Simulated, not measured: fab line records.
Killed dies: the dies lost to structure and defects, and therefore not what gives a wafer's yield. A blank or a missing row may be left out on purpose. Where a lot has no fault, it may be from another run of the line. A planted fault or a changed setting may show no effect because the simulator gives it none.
The tool behind it: which one?    flow nand-harc    23 lots with 69 wafers sampled at 6 steps, on a route of 1302 steps

== WHAT THE GAUGES SHOWED, per wafer ==
No reading from a measuring or inspecting step in the record can be judged against a usual standard deviation.

== EACH LOT AND THE TOOL THAT RAN IT (in order: tool; ch and the chambers of the sampled wafers; start) ==
lot   NHARC_A_STAIRCASE_DEP_259        NHARC_A_STAIRCASE_DESCUM_270        NHARC_A_STAIRCASE_ETCH_271          NHARC_A_STAIRCASE_CMP_450      NHARC_A_STAIRCASE_CMP_152      NHARC_A_STAIRCASE_ETCHBACK_422
L075  pecvd-01 ch 0,2, day 16 12:08    rie-diel-13 ch 1,3, day 16 13:07    rie-diel-13 ch 0,1,3, day 16 13:13  cmp-03 ch 0,2, day 19 11:38    cmp-03 ch 0,2, day 19 11:43    rie-diel-02 ch 0,2, day 19 12:10
L074  pecvd-02 ch 0,1,2, day 16 13:15  rie-diel-02 ch 0,1,2, day 16 14:07  rie-diel-02 ch 1,2,3, day 16 14:11  cmp-02 ch 0,2,3, day 19 11:26  cmp-02 ch 0,2,3, day 19 11:31  rie-diel-12 ch 0,1,3, day 19 11:59
L076  pecvd-01 ch 0,1, day 17 08:46    rie-diel-13 ch 1,3, day 17 09:44    rie-diel-13 ch 0,2, day 17 09:50    cmp-01 ch 1,3, day 19 23:04    cmp-01 ch 1,3, day 19 23:09    rie-diel-02 ch 0,1,2, day 19 23:36
L077  pecvd-04 ch 0,2, day 18 03:56    rie-diel-12 ch 1,2, day 18 04:52    rie-diel-12 ch 2,3, day 18 04:59    cmp-01 ch 0,2,3, day 20 20:29  cmp-01 ch 0,2,3, day 20 20:33  rie-diel-13 ch 1,2, day 20 21:03
L079  pecvd-04 ch 0,2, day 18 09:31    rie-diel-13 ch 1,2,3, day 18 10:34  rie-diel-13 ch 0,1,3, day 18 10:39  cmp-01 ch 0,1,3, day 21 04:47  cmp-01 ch 0,1,3, day 21 04:52  rie-diel-13 ch 0,1,3, day 21 05:20
L078  pecvd-01 ch 0,1,2, day 18 10:05  rie-diel-02 ch 0,1, day 18 10:59    rie-diel-02 ch 0,1, day 18 11:04    cmp-03 ch 0,2,3, day 21 16:01  cmp-03 ch 0,2,3, day 21 16:05  rie-diel-13 ch 1,2, day 21 16:31
L081  pecvd-01 ch 1,2, day 19 06:06    rie-diel-02 ch 1,2, day 19 07:11    rie-diel-02 ch 0,1,2, day 19 07:53  cmp-01 ch 1,3, day 22 06:04    cmp-01 ch 1,3, day 22 06:08    rie-diel-12 ch 0,1,3, day 22 06:37
L080  pecvd-01 ch 0,1, day 19 08:37    rie-diel-12 ch 0,2, day 19 09:35    rie-diel-12 ch 0,2, day 19 09:40    cmp-02 ch 1,2, day 22 08:55    cmp-02 ch 1,2, day 22 08:59    rie-diel-13 ch 0,1,2, day 22 09:29
L082  pecvd-01 ch 0,2, day 19 16:52    rie-diel-13 ch 1,2,3, day 19 17:44  rie-diel-13 ch 0,2,3, day 19 17:49  cmp-02 ch 0,2,3, day 22 16:41  cmp-02 ch 0,2,3, day 22 16:45  rie-diel-12 ch 0,2,3, day 22 17:14
L083  pecvd-01 ch 1,2, day 19 21:34    rie-diel-13 ch 0,1,2, day 19 22:26  rie-diel-13 ch 0,1, day 19 22:30    cmp-01 ch 1,2,3, day 22 16:25  cmp-01 ch 1,2,3, day 22 16:29  rie-diel-12 ch 1,2, day 22 17:00
L084  pecvd-04 ch 0,1, day 20 14:37    rie-diel-02 ch 0,1, day 20 15:35    rie-diel-02 ch 0,3, day 20 15:41    cmp-02 ch 0,1,2, day 23 06:49  cmp-02 ch 0,1,2, day 23 06:54  rie-diel-12 ch 0,3, day 23 07:23
L085  pecvd-01 ch 0,1,2, day 20 23:17  rie-diel-12 ch 1,2, day 21 00:10    rie-diel-12 ch 1,2,3, day 21 00:17  cmp-02 ch 0,2,3, day 23 22:14  cmp-02 ch 0,2,3, day 23 22:19  rie-diel-12 ch 0,1,2, day 23 22:46
L086  pecvd-01 ch 0,1,2, day 21 11:49  rie-diel-13 ch 0,1,3, day 21 12:37  rie-diel-13 ch 2,3, day 21 12:41    cmp-01 ch 0,1,3, day 24 05:14  cmp-01 ch 0,1,3, day 24 05:19  rie-diel-13 ch 0,1,3, day 24 05:46
L087  pecvd-02 ch 0,2, day 21 11:54    rie-diel-12 ch 1,2,3, day 21 12:53  rie-diel-12 ch 0,1,3, day 21 12:59  cmp-02 ch 0,1,3, day 24 06:13  cmp-02 ch 0,1,3, day 24 06:17  rie-diel-13 ch 0,1,2, day 24 06:45
L088  pecvd-04 ch 0,1,2, day 22 15:06  rie-diel-13 ch 0,1, day 22 16:06    rie-diel-13 ch 0,1,3, day 22 16:11  cmp-03 ch 0,2, day 25 16:25    cmp-03 ch 0,2, day 25 16:29    rie-diel-12 ch 0,1,2, day 25 16:58
L089  pecvd-04 ch 0,1,2, day 22 21:23  rie-diel-12 ch 0,2, day 22 22:22    rie-diel-12 ch 1,3, day 22 22:28    cmp-01 ch 0,1,3, day 25 16:41  cmp-01 ch 0,1,3, day 25 16:46  rie-diel-02 ch 0,1,2, day 25 17:13
L090  pecvd-04 ch 0,1,2, day 23 06:26  rie-diel-13 ch 1,2,3, day 23 07:17  rie-diel-13 ch 1,2, day 23 07:22    cmp-01 ch 1,3, day 26 03:02    cmp-01 ch 1,3, day 26 03:07    rie-diel-13 ch 1,2,3, day 26 03:34
L091  pecvd-02 ch 0,2, day 23 08:16    rie-diel-12 ch 0,1,3, day 23 09:16  rie-diel-12 ch 0,1,2, day 23 09:20  cmp-03 ch 0,1,2, day 26 02:15  cmp-03 ch 0,1,2, day 26 02:19  rie-diel-13 ch 1,3, day 26 02:48
L092  pecvd-04 ch 0,2, day 23 16:41    rie-diel-13 ch 2,3, day 23 17:35    rie-diel-13 ch 0,1,2, day 23 17:40  cmp-01 ch 0,2,3, day 26 16:54  cmp-01 ch 0,2,3, day 26 16:59  rie-diel-13 ch 0,2, day 26 17:27
L093  pecvd-01 ch 1,2, day 24 05:01    rie-diel-12 ch 2,3, day 24 05:56    rie-diel-12 ch 1,2, day 24 06:02    cmp-01 ch 0,1, day 27 03:46    cmp-01 ch 0,1, day 27 03:51    rie-diel-02 ch 0,1,2, day 27 04:26
L094  pecvd-04 ch 0,2, day 25 02:52    rie-diel-12 ch 0,2,3, day 25 03:49  rie-diel-12 ch 0,1,3, day 25 03:54  cmp-02 ch 0,2,3, day 27 15:29  cmp-02 ch 0,2,3, day 27 15:34  rie-diel-13 ch 0,1,3, day 27 16:01
L095  pecvd-02 ch 0,1,2, day 25 03:29  rie-diel-12 ch 2,3, day 25 04:16    rie-diel-12 ch 0,2,3, day 25 04:22  cmp-03 ch 1,2,3, day 27 17:33  cmp-03 ch 1,2,3, day 27 17:38  rie-diel-12 ch 0,2,3, day 27 18:05
L097  pecvd-01 ch 1,2, day 25 21:39    rie-diel-02 ch 1,2,3, day 25 22:37  rie-diel-02 ch 1,2, day 25 22:59    cmp-02 ch 0,1,2, day 28 17:39  cmp-02 ch 0,1,2, day 28 17:43  rie-diel-02 ch 0,1,3, day 28 18:12
- NHARC_A_STAIRCASE_DEP_259: deposits SiON, target thk 30 nm.
- NHARC_A_STAIRCASE_DESCUM_270: chemistry O2, time 3 s.
- NHARC_A_STAIRCASE_ETCH_271: etches the open film in CF4/CHF3.
- NHARC_A_STAIRCASE_CMP_450: polishes SiO2, target thk 200 nm.
- NHARC_A_STAIRCASE_CMP_152: polishes.
- NHARC_A_STAIRCASE_ETCHBACK_422: etches the open film in CH3F/O2, target depth 40 nm, time 74.286 s.

== WHAT THE TOOLS THEMSELVES READ (means of the sampled wafers that have a number; where no wafer has one, the mark that the record gives instead) ==
NHARC_A_STAIRCASE_DEP_259.
lot   tool      heater-power-w (W)
L075  pecvd-01  649
L074  pecvd-02  719
L076  pecvd-01  737
L077  pecvd-04  767
L079  pecvd-04  690
L078  pecvd-01  714
L081  pecvd-01  795
L080  pecvd-01  718
L082  pecvd-01  665
L083  pecvd-01  917
L084  pecvd-04  772
L085  pecvd-01  703
L086  pecvd-01  736
L087  pecvd-02  649
L088  pecvd-04  715
L089  pecvd-04  739
L090  pecvd-04  757
L091  pecvd-02  612
L092  pecvd-04  808
L093  pecvd-01  817
L094  pecvd-04  743
L095  pecvd-02  703
L097  pecvd-01  816

NHARC_A_STAIRCASE_DESCUM_270.
lot   tool         drypump-motor-current-A (A)  oes-product-au (a.u.)  rf-vpp-V (V)  showerhead-plenum-p-Torr (Torr)  throttle-valve-pct (%)
L075  rie-diel-13  5.7                          1.003                  57.6          1.92                             11.302
L074  rie-diel-02  5.8                          1.005                  58.1          1.90                             11.305
L076  rie-diel-13  6.0                          1.007                  57.4          1.86                             11.319
L077  rie-diel-12  5.6                          1.012                  57.5          1.80                             11.317
L079  rie-diel-13  5.7                          1.010                  56.8          1.86                             11.311
L078  rie-diel-02  5.3                          0.983                  58.7          2.07                             11.313
L081  rie-diel-02  5.5                          0.997                  58.7          2.00                             11.314
L080  rie-diel-12  5.0                          1.001                  57.3          1.78                             11.308
L082  rie-diel-13  5.7                          0.994                  57.5          1.86                             11.311
L083  rie-diel-13  5.9                          0.995                  57.3          1.83                             11.305
L084  rie-diel-02  5.3                          1.003                  58.9          2.06                             11.308
L085  rie-diel-12  6.1                          1.011                  58.1          1.94                             11.319
L086  rie-diel-13  6.0                          1.001                  56.9          1.88                             11.314
L087  rie-diel-12  5.8                          1.013                  57.4          1.97                             11.297
L088  rie-diel-13  6.2                          1.002                  57.9          1.85                             11.297
L089  rie-diel-12  5.0                          1.010                  58.4          1.88                             11.311
L090  rie-diel-13  5.7                          1.003                  57.9          1.85                             11.313
L091  rie-diel-12  5.7                          0.987                  57.7          1.87                             11.304
L092  rie-diel-13  5.3                          0.997                  57.6          1.86                             11.314
L093  rie-diel-12  5.5                          0.998                  57.6          1.99                             11.303
L094  rie-diel-12  5.2                          0.996                  57.6          1.93                             11.313
L095  rie-diel-12  5.3                          1.001                  58.0          2.03                             11.312
L097  rie-diel-02  5.8                          0.992                  58.4          1.91                             11.313

NHARC_A_STAIRCASE_ETCH_271.
lot   tool         bias-w (W)  drypump-motor-current-A (A)  oes-product-au (a.u.)  rf-vpp-V (V)  showerhead-plenum-p-Torr (Torr)  throttle-valve-pct (%)
L075  rie-diel-13  199.9       6.0                          0.958                  370.4         1.56                             16.798
L074  rie-diel-02  200.0       5.8                          0.967                  369.1         1.51                             16.816
L076  rie-diel-13  199.6       5.9                          0.977                  370.1         1.54                             16.804
L077  rie-diel-12  200.2       5.5                          0.950                  369.7         1.57                             16.801
L079  rie-diel-13  199.6       6.0                          0.973                  369.1         1.55                             16.798
L078  rie-diel-02  200.7       5.5                          0.946                  374.4         1.69                             16.803
L081  rie-diel-02  200.1       5.8                          0.918                  372.8         1.64                             16.794
L080  rie-diel-12  200.0       5.0                          0.961                  367.5         1.47                             16.807
L082  rie-diel-13  200.0       5.6                          0.966                  370.5         1.56                             16.806
L083  rie-diel-13  199.7       6.3                          0.972                  368.3         1.50                             16.805
L084  rie-diel-02  199.7       5.8                          0.966                  371.7         1.63                             16.803
L085  rie-diel-12  200.1       5.8                          0.929                  372.2         1.62                             16.808
L086  rie-diel-13  200.4       5.3                          0.983                  369.7         1.54                             16.800
L087  rie-diel-12  200.4       5.7                          0.969                  370.3         1.54                             16.803
L088  rie-diel-13  199.8       6.0                          0.952                  369.9         1.55                             16.798
L089  rie-diel-12  199.6       6.0                          0.966                  371.0         1.59                             16.803
L090  rie-diel-13  200.0       6.0                          0.978                  366.3         1.48                             16.803
L091  rie-diel-12  200.0       5.5                          0.933                  369.7         1.57                             16.805
L092  rie-diel-13  200.1       5.9                          0.969                  368.0         1.50                             16.797
L093  rie-diel-12  200.5       6.0                          0.981                  371.0         1.59                             16.798
L094  rie-diel-12  199.3       5.7                          0.923                  369.1         1.54                             16.800
L095  rie-diel-12  199.5       5.2                          0.921                  371.1         1.59                             16.803
L097  rie-diel-02  199.8       6.1                          0.942                  371.1         1.58                             16.804

NHARC_A_STAIRCASE_CMP_450.
lot   tool    motor-current-A (A)  slurry-flow-ml-min
L075  cmp-03  10.7                 150.1
L074  cmp-02  11.4                 150.1
L076  cmp-01  13.6                 149.8
L077  cmp-01  11.4                 150.3
L079  cmp-01  13.4                 149.9
L078  cmp-03  11.8                 149.8
L081  cmp-01  13.5                 149.6
L080  cmp-02  12.8                 149.7
L082  cmp-02  11.7                 150.3
L083  cmp-01  12.6                 150.3
L084  cmp-02  12.2                 149.6
L085  cmp-02  11.6                 149.7
L086  cmp-01  12.6                 150.5
L087  cmp-02  12.4                 150.0
L088  cmp-03  11.1                 149.5
L089  cmp-01  12.9                 150.3
L090  cmp-01  12.6                 150.1
L091  cmp-03  11.8                 149.9
L092  cmp-01  11.8                 149.8
L093  cmp-01  13.0                 149.8
L094  cmp-02  11.8                 150.3
L095  cmp-03  13.1                 150.0
L097  cmp-02  12.2                 149.7

NHARC_A_STAIRCASE_CMP_152.
lot   tool    motor-current-A (A)  slurry-flow-ml-min
L075  cmp-03  10.9                 150.3
L074  cmp-02  11.7                 149.9
L076  cmp-01  13.8                 150.4
L077  cmp-01  11.6                 150.1
L079  cmp-01  12.7                 150.1
L078  cmp-03  12.4                 150.1
L081  cmp-01  13.7                 149.8
L080  cmp-02  12.4                 150.4
L082  cmp-02  11.6                 149.9
L083  cmp-01  12.3                 150.1
L084  cmp-02  12.2                 150.1
L085  cmp-02  11.9                 150.3
L086  cmp-01  12.9                 150.0
L087  cmp-02  12.7                 150.1
L088  cmp-03  11.0                 150.4
L089  cmp-01  12.7                 150.0
L090  cmp-01  12.8                 149.6
L091  cmp-03  11.6                 149.9
L092  cmp-01  11.5                 150.3
L093  cmp-01  13.2                 150.0
L094  cmp-02  11.6                 149.7
L095  cmp-03  13.0                 149.6
L097  cmp-02  11.8                 150.0

NHARC_A_STAIRCASE_ETCHBACK_422.
lot   tool         bias-w (W)  ch3f-flow-sccm (sccm)  drypump-motor-current-A (A)  oes-product-au (a.u.)  rf-vpp-V (V)  showerhead-plenum-p-Torr (Torr)  throttle-valve-pct (%)
L075  rie-diel-02  100.19      49.84                  6.3                          1.00                   245.0         2.48                             20.665
L074  rie-diel-12  100.10      49.97                  5.7                          0.93                   243.7         2.42                             20.664
L076  rie-diel-02  99.75       49.91                  5.8                          0.92                   246.2         2.56                             20.667
L077  rie-diel-13  100.03      49.94                  5.6                          0.93                   242.3         2.32                             20.673
L079  rie-diel-13  99.95       49.94                  6.0                          0.92                   243.7         2.42                             20.664
L078  rie-diel-13  100.06      49.93                  6.0                          0.93                   242.3         2.30                             20.662
L081  rie-diel-12  100.23      50.03                  5.7                          0.97                   243.1         2.41                             20.666
L080  rie-diel-13  99.68       49.86                  5.9                          0.92                   242.7         2.35                             20.658
L082  rie-diel-12  99.85       50.10                  5.3                          0.96                   244.2         2.49                             20.657
L083  rie-diel-12  99.89       49.97                  5.6                          0.93                   245.0         2.57                             20.663
L084  rie-diel-12  99.69       49.94                  5.2                          1.00                   242.9         2.37                             20.668
L085  rie-diel-12  99.75       49.97                  5.5                          1.00                   244.2         2.45                             20.661
L086  rie-diel-13  100.07      50.06                  6.0                          0.93                   244.0         2.41                             20.657
L087  rie-diel-13  99.87       49.95                  5.9                          0.98                   242.7         2.34                             20.667
L088  rie-diel-12  100.17      49.91                  5.5                          0.93                   244.5         2.44                             20.655
L089  rie-diel-02  99.57       49.98                  5.8                          1.00                   246.4         2.54                             20.665
L090  rie-diel-13  100.07      49.95                  5.7                          0.93                   243.1         2.37                             20.653
L091  rie-diel-13  100.15      50.03                  6.0                          1.00                   241.2         2.36                             20.658
L092  rie-diel-13  99.57       49.86                  5.9                          0.97                   242.8         2.39                             20.662
L093  rie-diel-02  100.05      50.00                  5.8                          0.93                   246.3         2.54                             20.663
L094  rie-diel-13  100.18      50.09                  6.0                          1.00                   244.3         2.40                             20.660
L095  rie-diel-12  100.02      49.75                  5.3                          1.00                   245.8         2.60                             20.662
L097  rie-diel-02  99.92       50.06                  5.6                          0.93                   244.9         2.52                             20.668

== THE ANSWER, worked out from the rows above alone ==
Rule: the lots themselves supply what counts as usual. The widest of any qualifying gaps counts: lots, ordered by their means at a reading, are off when they make up no more than a third of the lots, leave a main group of 4 or more, and stand apart from it by 3 or more times the standard deviation of that group's means. Not used: any main group whose means are identical at the precision the tables above print for the reading. Also off: a lot with no number at a reading for which 4 or more lots have one. The other lots that the step has rows for count as sound. First the gauges in route order, then the tools' own readings, where a lot's mean is used as printed above. The first step at which some lot is off is used, and at that step the reading that is off furthest; a lot without a number counts as furthest.
None of the lots is off at any reading shown; this tells nothing.

== WHAT THE SIMULATOR HAD INSERTED ==
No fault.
